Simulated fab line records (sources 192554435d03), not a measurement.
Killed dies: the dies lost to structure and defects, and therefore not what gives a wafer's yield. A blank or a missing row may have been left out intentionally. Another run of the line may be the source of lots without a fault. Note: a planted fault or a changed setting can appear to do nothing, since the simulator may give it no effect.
fab line records	flow n5_finfet
[record] lots = 7	wafers = 21
route steps=1938 shown BEOL_M5@1141 BEOL_M6@1224 BEOL_M8@1332 BEOL_M9@1425 BEOL_M10@1513 BEOL_M12@1636 BEOL_M13@1693
start_h: hours from the record's opening day to when the first of the lot's shown wafers began	wait_h: hours elapsed since this lot's preceding step	" unchanged from the row above	L1.1+2: a single row standing in for several wafers	- value missing, or start not given	* or withheld: withheld	< > ~ a bound
route shown NAME@n: NAME is a module with steps in the file, n the number in the route of the first one	usual: mean/standard deviation taken from wafers without a fault	same: alike in all rows	chamber/n: place in a boat	sites: readings site by site	_std_site: standard deviation across them	_edge_site: outer sites' mean less inner sites'	radius_mm: for every site, how far away it sits from the centre of the wafer	mask NAME#n: copy n	behind: tool/chamber where the wafer was last shaped	hold: why the lot went on hold/how many hours it stayed there/how the hold came to an end	device: which transistor (n, p or np) failed to switch	end of line: the same wafers' tests at the end of the route	step lacking rows: just its recipe	killed: count of dies lost to structure and defects at first sort (not the wafer's yield)	map: shows each die of a wafer: x if killed, . if not, _ if none is there
set.NAME: setting as actually run; set.NAME@STEP: the setting as run at that earlier step	model.NAME: the simulator's own value behind a step, which no gauge read
lots with deliberately changed settings; one table per step, one row per wafer
[[steps]]
[step N5_BEOL_M5_COAT_74]
[recipe] resist = underlayer	temp_c = 205	time_s = 60	spin_rpm = 1500	resist_thk_nm = 5
lot.wafer	tool	chamber	start_h	wait_h	set.spin_rpm
L077.1+2+6	litho_track-04	0	-	-	1601
L081.2+4	litho_track-02	0	-	-	1500
L081.5	"	0	"	"	1563
L083.4+5+6	litho_track-03	0	-	-	1500
L084.1+4+6	litho_track-04	0	-	-	1500
L088.1+2+5	litho_track-03	0	-	-	1500
L090.2+3+6	litho_track-04	0	-	-	1417
L092.1+4	litho_track-02	0	-	-	1644
L092.5	"	0	"	"	1500
[step N5_BEOL_M5_COAT_22]
[recipe] resist = CAR-EUV	spin_rpm = 1500	resist_thk_nm = 30
[step N5_BEOL_M5_EBR_24]
[recipe] solvent = PGMEA	ebr_width_mm = 1.5
[step N5_BEOL_M5_DESCUM_33]
[recipe] chemistry = O2	time_s = 7	source_power_w = 50	bias_power_w = 20	pressure_mtorr = 20	rf_frequency_hz = 2.712e+07	temp_c = 40	resist = CAR-EUV	o2_flow_sccm = 225
[step N5_BEOL_M5_ETCH_75]
[recipe] chemistry = N2/H2	target = underlayer	target_depth_a = 65	mask_material = CAR-EUV	time_s = 5.2	ion_energy_ev = 200	pressure_mtorr = 30	source_w = 840	bias_w = 150	n2_flow_sccm = 200	h2_flow_sccm = 200	ends = cleared
lot.wafer	tool	chamber	start_h	wait_h	set.spin_rpm@BEOL_M5_COAT_74	model.etch.depth_nm
L077.1	rie_diel-01	3	232.81	0.0	1601	4.826
L077.2	"	2	"	"	1601	4.835
L077.6	"	1	"	"	1601	4.829
L081.2	rie_diel-05	1	258.16	0.0	1500	5.007
L081.4	"	3	"	"	1500	5.014
L081.5	"	2	"	"	1563	4.887
L083.4	rie_diel-04	1	263.00	0.0	1500	4.977
L083.5	"	0	"	"	1500	4.963
L083.6	"	2	"	"	1500	4.976
L084.1	rie_diel-04	3	290.32	0.0	1500	4.973
L084.4	"	3	"	"	1500	4.975
L084.6	"	1	"	"	1500	4.978
L088.1	rie_diel-01	2	307.16	0.0	1500	4.998
L088.2	"	3	"	"	1500	4.985
L088.5	"	1	"	"	1500	4.999
L090.2	rie_diel-01	2	317.56	0.0	1417	5.126
L090.3	"	1	"	"	1417	5.116
L090.6	"	0	"	"	1417	5.117
L092.1	rie_diel-01	2	328.92	0.0	1644	4.76
L092.4	"	3	"	"	1644	4.761
L092.5	"	2	"	"	1500	4.977
[step N5_BEOL_M6_EXPOSE_25]
[recipe] mask_id = V5	na = 0.33	source_shape = annular	sigma_inner = 0.4	sigma_outer = 0.8	polarization = unpolarized	target_cd_nm = 40	dose_mj = 45
lot.wafer	tool	chamber	start_h	wait_h	mask	set.dose_mj
L077.1+2	euv_scanner-01	0	247.44	-	V5#0	45
L077.6	"	0	"	"	V5#0	42.03
L081.2	euv_scanner-02	0	273.10	-	V5#0	45
L081.4+5	"	0	"	"	V5#0	43.3
L083.4+5+6	euv_scanner-01	0	277.12	-	V5#0	45
L084.1	euv_scanner-01	0	301.33	-	V5#0	46.67
L084.4+6	"	0	"	"	V5#0	45
L088.1	euv_scanner-02	0	323.94	-	V5#0	42.47
L088.2+5	"	0	"	"	V5#0	45
L090.2	euv_scanner-02	0	334.71	-	V5#0	45
L090.3+6	"	0	"	"	V5#0	43.28
L092.1	euv_scanner-02	0	341.19	-	V5#0	45
L092.4+5	"	0	"	"	V5#0	42.29
[step N5_BEOL_M6_PEB_26]
[recipe] peb_temp_c = 100	peb_time_s = 60	resist = CAR-EUV
[step N5_BEOL_M6_DEVELOP_27]
[recipe] develop_time_s = 30	developer = TMAH	resist = CAR-EUV	rinse_liquid = surfactant_rinse	dry = air_spin	dev_temp_c = 23
[step N5_BEOL_M6_CD_MEAS_28]
[recipe] target_cd_nm = 40	landing_energy_ev = 500	detector = se_inlens
[usual] cd_nm = 39.99/0.22
lot.wafer	tool	chamber	start_h	wait_h	set.dose_mj@BEOL_M6_EXPOSE_25	cd_nm
L077.1	cd_sem-01	0	247.58	-	45	39.77
L077.2	"	0	"	"	45	39.63
L077.6	"	0	"	"	42.03	38.04
L081.2	cd_sem-01	0	273.23	-	45	39.88
L081.4	"	0	"	"	43.3	38.81
L081.5	"	0	"	"	43.3	39.16
L083.4	cd_sem-01	0	277.24	-	45	39.91
L083.5	"	0	"	"	45	40.09
L083.6	"	0	"	"	45	39.71
L084.1	cd_sem-02	0	301.46	-	46.67	40.71
L084.4	"	0	"	"	45	40.45
L084.6	"	0	"	"	45	39.70
L088.1	cd_sem-03	0	324.07	-	42.47	38.34
L088.2	"	0	"	"	45	39.66
L088.5	"	0	"	"	45	39.60
L090.2	cd_sem-03	0	334.84	-	45	39.74
L090.3	"	0	"	"	43.28	39.05
L090.6	"	0	"	"	43.28	39.19
L092.1	cd_sem-01	0	341.33	-	45	39.98
L092.4	"	0	"	"	42.29	38.66
L092.5	"	0	"	"	42.29	38.47
[step N5_BEOL_M6_DESCUM_33]
[recipe] chemistry = O2	time_s = 7	source_power_w = 50	bias_power_w = 20	pressure_mtorr = 20	rf_frequency_hz = 2.712e+07	temp_c = 40	resist = CAR-EUV	o2_flow_sccm = 225
lot.wafer	tool	chamber	start_h	wait_h	set.dose_mj@BEOL_M6_EXPOSE_25	model.BEOL_M6.cd_nm
L077.1	rie_diel-06	2	248.02	0.4	45	39.8
L077.2	"	3	"	"	45	39.6
L077.6	"	2	"	"	42.03	38.2
L081.2	rie_diel-02	1	273.69	0.4	45	40
L081.4	"	0	"	"	43.3	39.2
L081.5	"	2	"	"	43.3	39.4
L083.4+5	rie_diel-06	2,1	277.37	0.0	45	39.8
L083.6	"	0	"	"	45	39.6
L084.1	rie_diel-06	3	301.58	0.0	46.67	40.8
L084.4+6	"	1,3	"	"	45	40
L088.1	rie_diel-02	2	324.20	0.0	42.47	38.4
L088.2+5	"	1,2	"	"	45	39.8
L090.2	rie_diel-06	2	334.96	0.0	45	40
L090.3	"	1	"	"	43.28	39
L090.6	"	1	"	"	43.28	38.8
L092.1	rie_diel-06	2	341.49	0.1	45	40
L092.4	"	2	"	"	42.29	38.6
L092.5	"	3	"	"	42.29	38.4
[step N5_BEOL_M6_ETCH_66]
[recipe] chemistry = N2/H2	target = SOC	target_depth_a = 800	overetch_a = 160	mask_material = SiARC	temp_c = 40	time_s = 120	ion_energy_ev = 200	pressure_mtorr = 30	source_w = 840	bias_w = 150	n2_flow_sccm = 200	h2_flow_sccm = 200
[usual] rf_vpp_V = 524.6/2.6
lot.wafer	tool	chamber	start_h	wait_h	set.bias_w	set.dose_mj@BEOL_M6_EXPOSE_25	rf_vpp_V	model.BEOL_M6.cd_nm	model.SiARC_of_BEOL_M6_COAT_64.thk_nm
L077.1	rie_diel-06	2	248.10	0.0	150	45	526.0	40	6.4
L077.2	"	3	"	"	150	45	525.6	39.4	6.4
L077.6	"	2	"	"	158.7	42.03	545.7	38.2	6
L081.2	rie_diel-02	1	273.77	0.0	125.6	45	467.4	40	7.8
L081.4	"	0	"	"	150	43.3	528.6	39.2	6.2
L081.5	"	2	"	"	125.6	43.3	466.5	39.6	7.4
L083.4	rie_diel-06	2	277.47	0.0	150	45	525.6	39.8	6.6
L083.5	"	1	"	"	150	45	525.5	39.8	6.6
L083.6	"	0	"	"	150	45	526.1	39.2	6.4
L084.1	rie_diel-06	3	301.66	0.0	150	46.67	525.6	40.4	6.4
L084.4	"	1	"	"	165.3	45	560.3	40	5.8
L084.6	"	3	"	"	150	45	524.3	39.8	6.6
L088.1	rie_diel-02	2	324.28	0.0	150	42.47	522.7	38.8	6.2
L088.2	"	1	"	"	150	45	522.6	39.8	6.4
L088.5	"	2	"	"	150	45	521.9	40	6.2
L090.2	rie_diel-06	2	335.04	0.0	150	45	527.4	39.8	6.2
L090.3	"	1	"	"	137.9	43.28	499.2	38.8	7
L090.6	"	1	"	"	137.9	43.28	497.7	38.8	7
L092.1	rie_diel-06	2	341.57	0.0	160.1	45	547.3	39.8	5.8
L092.4	"	2	"	"	160.1	42.29	548.5	38.4	5.8
L092.5	"	3	"	"	150	42.29	526.3	38.2	6.4
[step N5_BEOL_M8_ILD_DEP_00]
[recipe] material = SiCOH_lowk	target_thk_a = 1797.5	temp_c = 300	precursor = DEMS/porogen	pressure_torr = 5	rf_w = 500	time_s = 33.4
lot.wafer	tool	chamber	start_h	wait_h	set.time_s	model.SiCOH_lowk_of_BEOL_M8_ILD_DEP_00.thk_nm
L077.1	pecvd-02	1	263.24	0.0	30.69	165.8
L077.2	"	0	"	"	33.4	179
L077.6	"	2	"	"	30.69	167.6
L081.2	pecvd-03	2	284.99	0.0	28.88	153.2
L081.4	"	0	"	"	33.4	181.4
L081.5	"	1	"	"	33.4	179.4
L083.4	pecvd-01	1	287.75	0.1	33.4	180.6
L083.5	"	0	"	"	33.4	177.6
L083.6	"	1	"	"	33.4	182.6
L084.1	pecvd-03	0	314.80	0.0	33.4	179.6
L084.4	"	0	"	"	33.4	180.4
L084.6	"	1	"	"	33.4	181.6
L088.1	pecvd-03	0	337.37	0.0	33.4	179.6
L088.2	"	2	"	"	37.93	203.4
L088.5	"	2	"	"	33.4	180.8
L090.2	pecvd-03	1	346.24	0.0	33.4	177.6
L090.3	"	0	"	"	33.4	177.2
L090.6	"	0	"	"	33.4	180.8
L092.1	pecvd-03	2	355.21	0.0	36.9	194.4
L092.4	"	0	"	"	33.4	181
L092.5	"	2	"	"	36.9	199
[step N5_BEOL_M8_CURE_74]
[recipe] temp_c = 385	time_s = 240	ambient = He/Ar	material = SiCOH_lowk
lot.wafer	tool	chamber	start_h	wait_h	set.time_s@BEOL_M8_ILD_DEP_00	model.SiCOH_lowk_of_BEOL_M8_ILD_DEP_00.thk_nm
L077.1	uv_cure-02	1	263.30	0.0	30.69	143
L077.2	"	1	"	"	33.4	154.4
L077.6	"	1	"	"	30.69	144.4
L081.2	uv_cure-03	1	285.13	0.1	28.88	132
L081.4	"	1	"	"	33.4	156.4
L081.5	"	1	"	"	33.4	154.6
L083.4	uv_cure-01	0	288.06	0.3	33.4	155.8
L083.5	"	0	"	"	33.4	153.2
L083.6	"	0	"	"	33.4	157.6
L084.1	uv_cure-02	2	314.86	0.0	33.4	154.8
L084.4	"	2	"	"	33.4	155.6
L084.6	"	2	"	"	33.4	156.6
L088.1	uv_cure-02	1	337.43	0.0	33.4	155
L088.2	"	1	"	"	37.93	175.6
L088.5	"	1	"	"	33.4	155.8
L090.2	uv_cure-03	1	347.31	1.0	33.4	153.2
L090.3	"	1	"	"	33.4	152.8
L090.6	"	1	"	"	33.4	155.8
L092.1	uv_cure-02	1	355.28	0.0	36.9	167.8
L092.4	"	1	"	"	33.4	156.2
L092.5	"	1	"	"	36.9	171.8
[step N5_BEOL_M8_THK_MEAS_01]
[recipe] reads = SiCOH_lowk_of_BEOL_M8_ILD_DEP_00
[usual] M8_ILD_THK = 155.0/1.9
lot.wafer	tool	chamber	start_h	wait_h	set.time_s@BEOL_M8_ILD_DEP_00	M8_ILD_THK[nm]
L077.1	film_metro-02	-	263.82	0.4	30.69	143.0
L077.2	"	-	"	"	33.4	154.2
L077.6	"	-	"	"	30.69	144.5
L081.2	film_metro-01	-	285.56	0.4	28.88	131.8
L081.4	"	-	"	"	33.4	156.4
L081.5	"	-	"	"	33.4	154.5
L083.4	film_metro-01	-	288.33	0.2	33.4	155.7
L083.5	"	-	"	"	33.4	153.3
L083.6	"	-	"	"	33.4	157.4
L084.1	film_metro-02	-	315.38	0.4	33.4	154.9
L084.4	"	-	"	"	33.4	155.6
L084.6	"	-	"	"	33.4	156.7
L088.1	film_metro-01	-	337.95	0.4	33.4	154.9
L088.2	"	-	"	"	37.93	175.4
L088.5	"	-	"	"	33.4	155.8
L090.2	film_metro-01	-	348.14	0.7	33.4	153.2
L090.3	"	-	"	"	33.4	152.8
L090.6	"	-	"	"	33.4	155.9
L092.1	film_metro-01	-	355.79	0.4	36.9	167.8
L092.4	"	-	"	"	33.4	156.2
L092.5	"	-	"	"	36.9	171.7
[step N5_BEOL_M8_PECVD_70]
[recipe] material = SiO2	target_thk_a = 200	temp_c = 400	precursor = TEOS/O2	pressure_torr = 5.5	rf_w = 450	teos_flow_sccm = 53.8	gas = O2	flow_sccm = 3000	time_s = 22.7
lot.wafer	tool	chamber	start_h	wait_h	set.temp_c	model.SiO2_of_BEOL_M8_PECVD_70.thk_nm
L077.1	pecvd-02	0	263.85	0.0	400	19.6
L077.2	"	2	"	"	386.2	21.2
L077.6	"	0	"	"	400	20
L081.2+4	pecvd-03	1,0	285.60	0.0	413.7	17.8
L081.5	"	2	"	"	400	20
L083.4	pecvd-03	0	288.39	0.1	400	19.8
L083.5+6	"	2,1	"	"	400	20
L084.1	pecvd-02	2	315.42	0.0	400	20.2
L084.4	"	2	"	"	400	20.4
L084.6	"	2	"	"	400	20.6
L088.1	pecvd-02	0	337.98	0.0	400	20
L088.2	"	2	"	"	392.7	21
L088.5	"	0	"	"	400	20.2
L090.2	pecvd-02	0	348.18	0.0	400	20.2
L090.3	"	2	"	"	389.4	21.4
L090.6	"	2	"	"	389.4	22
L092.1	pecvd-03	1	355.83	0.0	400	20
L092.4	"	2	"	"	409.7	18.6
L092.5	"	0	"	"	409.7	18.2
[step N5_BEOL_M8_HM_DEP_02]
[recipe] material = TiN	target_thk_a = 200	temp_c = 25	chamber_pressure_pa = 0.49996
[step N5_BEOL_M8_COAT_59]
[recipe] resist = SOC	temp_c = 250	time_s = 60	spin_rpm = 1500	resist_thk_nm = 100
[step N5_BEOL_M8_STRIP_80]
[recipe] chemistry = N2/H2	time_s = 10	power_w = 450	temp_c = 40	pressure_mtorr = 20	rf_frequency_hz = 6e+07	bias_power_w = 7	n2_flow_sccm = 200	h2_flow_sccm = 200
[step N5_BEOL_M8_HM_STRIP_39]
[recipe] chemistry = peroxide_tin_strip	material = TiN	target_depth_a = 250	temp_c = 50	time_s = 158
lot.wafer	tool	chamber	start_h	wait_h	set.temp_c@BEOL_M8_PECVD_70	model.SiO2_of_BEOL_M8_PECVD_70.thk_nm
L077.1	wet_bench-01	1	267.06	0.0	400	19.4
L077.2	"	4	"	"	386.2	21
L077.6	"	2	"	"	400	20
L081.2	wet_bench-05	0	290.27	0.0	413.7	17.8
L081.4	"	3	"	"	413.7	17.6
L081.5	"	2	"	"	400	19.8
L083.4+5	wet_bench-05	6,0	292.45	0.0	400	19.8
L083.6	"	1	"	"	400	20
L084.1	wet_bench-04	6	324.93	0.0	400	20
L084.4	"	4	"	"	400	20.2
L084.6	"	7	"	"	400	20.4
L088.1	wet_bench-05	7	341.84	0.0	400	19.8
L088.2	"	1	"	"	392.7	20.8
L088.5	"	0	"	"	400	20.2
L090.2	wet_bench-05	3	353.59	0.0	400	20
L090.3	"	5	"	"	389.4	21.2
L090.6	"	7	"	"	389.4	22
L092.1	wet_bench-01	0	361.02	0.0	400	19.8
L092.4	"	6	"	"	409.7	18.4
L092.5	"	1	"	"	409.7	18
[step N5_BEOL_M9_COAT_63]
[recipe] resist = SOC	temp_c = 250	time_s = 60	spin_rpm = 1500	resist_thk_nm = 60
lot.wafer	tool	chamber	start_h	wait_h	set.spin_rpm	model.SOC_of_BEOL_M9_COAT_63.thk_nm
L077.1	litho_track-02	0	272.56	0.8	1500	60
L077.2	"	0	"	"	1557	59
L077.6	"	0	"	"	1500	60.2
L081.2	litho_track-01	0	294.59	0.0	1341	63.8
L081.4	"	0	"	"	1341	63.6
L081.5	"	0	"	"	1500	60.2
L083.4+5+6	litho_track-01	0	298.43	1.0	1500	60.2
L084.1	litho_track-02	0	333.90	2.5	1500	60
L084.4	"	0	"	"	1425	61.6
L084.6	"	0	"	"	1500	59.8
L088.1	litho_track-01	0	348.43	0.9	1390	62.4
L088.2	"	0	"	"	1390	62.2
L088.5	"	0	"	"	1500	60
L090.2	litho_track-05	0	361.60	0.1	1578	58.4
L090.3	"	0	"	"	1578	58.2
L090.6	"	0	"	"	1500	59.8
L092.1	litho_track-01	0	368.84	1.4	1434	61.4
L092.4+5	"	0	"	"	1500	59.8
[step N5_BEOL_M9_COAT_64]
[recipe] resist = SiARC	temp_c = 220	time_s = 60	spin_rpm = 1500	resist_thk_nm = 12
[step N5_BEOL_M9_COAT_75]
[recipe] resist = underlayer	temp_c = 205	time_s = 60	spin_rpm = 1500	resist_thk_nm = 5
[step N5_BEOL_M9_ETCH_76]
[recipe] chemistry = N2/H2	target = underlayer	target_depth_a = 65	mask_material = CAR-EUV	time_s = 5.2	ion_energy_ev = 200	pressure_mtorr = 30	source_w = 840	bias_w = 150	n2_flow_sccm = 200	h2_flow_sccm = 200	ends = cleared
[step N5_BEOL_M9_ETCH_65]
[recipe] chemistry = CF4	target = SiARC	target_depth_a = 156	mask_material = CAR-EUV	time_s = 26	ion_energy_ev = 80	pressure_mtorr = 40	source_w = 545	bias_w = 36	Ar_flow_sccm = 100	cf4_flow_sccm = 100	ends = cleared
[step N5_BEOL_M9_ETCH_66]
[recipe] chemistry = N2/H2	target = SOC	target_depth_a = 800	overetch_a = 160	mask_material = SiARC	temp_c = 40	time_s = 120	ion_energy_ev = 200	pressure_mtorr = 30	source_w = 840	bias_w = 150	n2_flow_sccm = 200	h2_flow_sccm = 200
lot.wafer	tool	chamber	start_h	wait_h	set.spin_rpm@BEOL_M9_COAT_63	model.etch.depth_nm
L077.1	rie_diel-05	1	273.02	0.0	1500	60.05
L077.2	"	0	"	"	1557	59.02
L077.6	"	2	"	"	1500	60.18
L081.2	rie_diel-04	2	295.18	0.0	1341	63.73
L081.4	"	3	"	"	1341	63.67
L081.5	"	1	"	"	1500	60.18
L083.4+6	rie_diel-04	2,0	298.94	0.0	1500	60.18
L083.5	"	1	"	"	1500	60.13
L084.1	rie_diel-05	0	334.41	0.0	1500	59.92
L084.4	"	2	"	"	1425	61.54
L084.6	"	1	"	"	1500	59.86
L088.1	rie_diel-01	3	348.90	0.0	1390	62.47
L088.2	"	0	"	"	1390	62.2
L088.5	"	2	"	"	1500	60.08
L090.2	rie_diel-05	3	362.07	0.0	1578	58.31
L090.3	"	0	"	"	1578	58.3
L090.6	"	2	"	"	1500	59.86
L092.1	rie_diel-04	1	369.31	0.0	1434	61.31
L092.4	"	0	"	"	1500	59.9
L092.5	"	3	"	"	1500	59.74
[step N5_BEOL_M10_ETCH_41]
[recipe] chemistry = CH3F/O2	target = SiCN	target_depth_a = 426	taper_deg = 2	time_s = 86	ion_energy_ev = 120	mask_material = TiN	pressure_mtorr = 30	source_w = 395	bias_w = 75	Ar_flow_sccm = 150	CH3F_flow_sccm = 30	O2_flow_sccm = 20
[usual] rf_vpp_V = 297.6/2
lot.wafer	tool	chamber	start_h	wait_h	set.source_w	rf_vpp_V
L077.1	rie_diel-03	2	-	-	395	295.6
L077.2	"	3	"	"	395	299.8
L077.6	"	2	"	"	395	294.8
L081.2	rie_diel-02	0	-	-	395	299.9
L081.4	"	1	"	"	395	297.3
L081.5	"	0	"	"	395	301.0
L083.4	rie_diel-02	1	-	-	395	296.9
L083.5	"	2	"	"	395	296.9
L083.6	"	3	"	"	395	295.6
L084.1	rie_diel-03	0	-	-	395	296.8
L084.4	"	2	"	"	395	294.6
L084.6	"	0	"	"	464.7	281.3
L088.1	rie_diel-03	1	-	-	395	299.6
L088.2	"	0	"	"	431.8	287.8
L088.5	"	0	"	"	395	296.0
L090.2	rie_diel-02	1	-	-	416.3	291.4
L090.3	"	0	"	"	416.3	295.7
L090.6	"	1	"	"	395	296.1
L092.1	rie_diel-03	0	-	-	395	296.8
L092.4	"	2	"	"	395	295.8
L092.5	"	2	"	"	395	294.1
[step N5_BEOL_M12_ETCH_67]
[recipe] chemistry = CF4	target = SiARC	target_depth_a = 1430	time_s = 238.3	ion_energy_ev = 80	pressure_mtorr = 40	source_w = 545	bias_w = 36	Ar_flow_sccm = 100	cf4_flow_sccm = 100	ends = cleared
[usual] etch_rf_on_time_s = 235/4.7	rf_vpp_V = 184.6/1.1
lot.wafer	tool	chamber	start_h	wait_h	set.source_w	etch_rf_on_time_s	rf_vpp_V
L077.1	rie_diel-06	0	296.74	0.0	545	240	185.0
L077.2	"	3	"	"	545	241	185.9
L077.6	"	1	"	"	464.3	271	196.0
L081.2	rie_diel-06	1	315.42	0.0	584.8	217	180.8
L081.4	"	0	"	"	545	239	185.6
L081.5	"	2	"	"	545	236	183.6
L083.4	rie_diel-06	2	321.89	0.0	545	235	184.0
L083.5	"	3	"	"	545	242	185.6
L083.6	"	0	"	"	545	241	184.7
L084.1	rie_diel-06	0	353.99	0.0	508	256	189.8
L084.4	"	3	"	"	545	240	184.4
L084.6	"	0	"	"	508	253	190.7
L088.1	rie_diel-03	1	374.47	0.0	607.6	205	177.7
L088.2	"	0	"	"	545	227	184.4
L088.5	"	1	"	"	545	227	184.8
L090.2	rie_diel-02	1	381.77	0.0	545	232	184.0
L090.3	"	0	"	"	545	231	184.7
L090.6	"	2	"	"	545	226	183.3
L092.1	rie_diel-03	1	387.63	0.0	615.4	205	175.9
L092.4	"	3	"	"	545	239	185.7
L092.5	"	0	"	"	615.4	205	176.6
[step N5_BEOL_M13_ETCH_67]
[recipe] chemistry = CF4	target = SiARC	target_depth_a = 1430	time_s = 238.3	ion_energy_ev = 80	pressure_mtorr = 40	source_w = 545	bias_w = 36	Ar_flow_sccm = 100	cf4_flow_sccm = 100	ends = cleared
[usual] rf_vpp_V = 183.9/1.1
lot.wafer	tool	chamber	start_h	wait_h	set.bias_w	rf_vpp_V
L077.1	rie_diel-04	1	304.82	0.0	36	183.9
L077.2	"	0	"	"	36	185.0
L077.6	"	2	"	"	36	182.4
L081.2	rie_diel-04	0	320.79	0.0	37.91	189.7
L081.4	"	1	"	"	37.91	187.9
L081.5	"	0	"	"	37.91	190.3
L083.4	rie_diel-01	2	329.50	0.0	36	183.7
L083.5	"	1	"	"	36	185.9
L083.6	"	2	"	"	36	184.4
L084.1	rie_diel-01	0	358.22	0.0	36	186.1
L084.4	"	2	"	"	36	185.0
L084.6	"	3	"	"	29.9	162.5
L088.1	rie_diel-04	0	378.93	0.0	36	184.8
L088.2	"	3	"	"	36	184.7
L088.5	"	1	"	"	36	183.0
L090.2	rie_diel-05	1	391.48	0.0	36	184.7
L090.3	"	2	"	"	36	183.4
L090.6	"	0	"	"	36	185.9
L092.1	rie_diel-04	0	392.49	0.0	32.54	172.4
L092.4	"	1	"	"	36	182.6
L092.5	"	3	"	"	32.54	172.2
[[key]]
[split] step = N5_BEOL_M5_COAT_74	setting = spin_rpm	stated = 1500	by = wafer
[response] step = N5_BEOL_M5_ETCH_75	reading = model.etch.depth_nm	change = -0.0236	per = 1%	r = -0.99
[split] step = N5_BEOL_M6_EXPOSE_25	setting = dose_mj	stated = 45	by = wafer
[response] step = N5_BEOL_M6_CD_MEAS_28	reading = cd_nm	change = +0.227	per = 1%	r = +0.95
[response] step = N5_BEOL_M6_DESCUM_33	reading = model.BEOL_M6.cd_nm	change = +0.238	per = 1%	r = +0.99
[response] step = N5_BEOL_M6_ETCH_66	reading = model.BEOL_M6.cd_nm	change = +0.215	per = 1%	r = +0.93
[split] step = N5_BEOL_M6_ETCH_66	setting = bias_w	stated = 150	by = wafer
[response] step = N5_BEOL_M6_ETCH_66	reading = rf_vpp_V	change = +3.62	per = 1%	r = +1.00
[response] step = N5_BEOL_M6_ETCH_66	reading = model.SiARC_of_BEOL_M6_COAT_64.thk_nm	change = -0.0833	per = 1%	r = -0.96
[split] step = N5_BEOL_M8_ILD_DEP_00	setting = time_s	stated = 33.4	by = wafer
[response] step = N5_BEOL_M8_ILD_DEP_00	reading = model.SiCOH_lowk_of_BEOL_M8_ILD_DEP_00.thk_nm	change = +1.75	per = 1%	r = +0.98
[response] step = N5_BEOL_M8_CURE_74	reading = model.SiCOH_lowk_of_BEOL_M8_ILD_DEP_00.thk_nm	change = +1.51	per = 1%	r = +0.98
[response] step = N5_BEOL_M8_THK_MEAS_01	reading = M8_ILD_THK	change = +1.51	per = 1%	r = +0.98
[split] step = N5_BEOL_M8_PECVD_70	setting = temp_c	stated = 400	by = wafer
[response] step = N5_BEOL_M8_PECVD_70	reading = model.SiO2_of_BEOL_M8_PECVD_70.thk_nm	change = -0.548	per = 1%	r = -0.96
[response] step = N5_BEOL_M8_HM_STRIP_39	reading = model.SiO2_of_BEOL_M8_PECVD_70.thk_nm	change = -0.533	per = 1%	r = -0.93
[split] step = N5_BEOL_M9_COAT_63	setting = spin_rpm	stated = 1500	by = wafer
[response] step = N5_BEOL_M9_COAT_63	reading = model.SOC_of_BEOL_M9_COAT_63.thk_nm	change = -0.323	per = 1%	r = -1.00
[response] step = N5_BEOL_M9_ETCH_66	reading = model.etch.depth_nm	change = -0.321	per = 1%	r = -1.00
[split] step = N5_BEOL_M10_ETCH_41	setting = source_w	stated = 395	by = wafer
[response] step = N5_BEOL_M10_ETCH_41	reading = rf_vpp_V	change = -0.847	per = 1%	r = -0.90
[split] step = N5_BEOL_M12_ETCH_67	setting = source_w	stated = 545	by = wafer
[response] step = N5_BEOL_M12_ETCH_67	reading = etch_rf_on_time_s	change = *	per = 1%	r = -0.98
[response] step = N5_BEOL_M12_ETCH_67	reading = rf_vpp_V	change = -0.688	per = 1%	r = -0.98
[split] step = N5_BEOL_M13_ETCH_67	setting = bias_w	stated = 36	by = wafer
[response] step = N5_BEOL_M13_ETCH_67	reading = rf_vpp_V	change = +1.29	per = 1%	r = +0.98
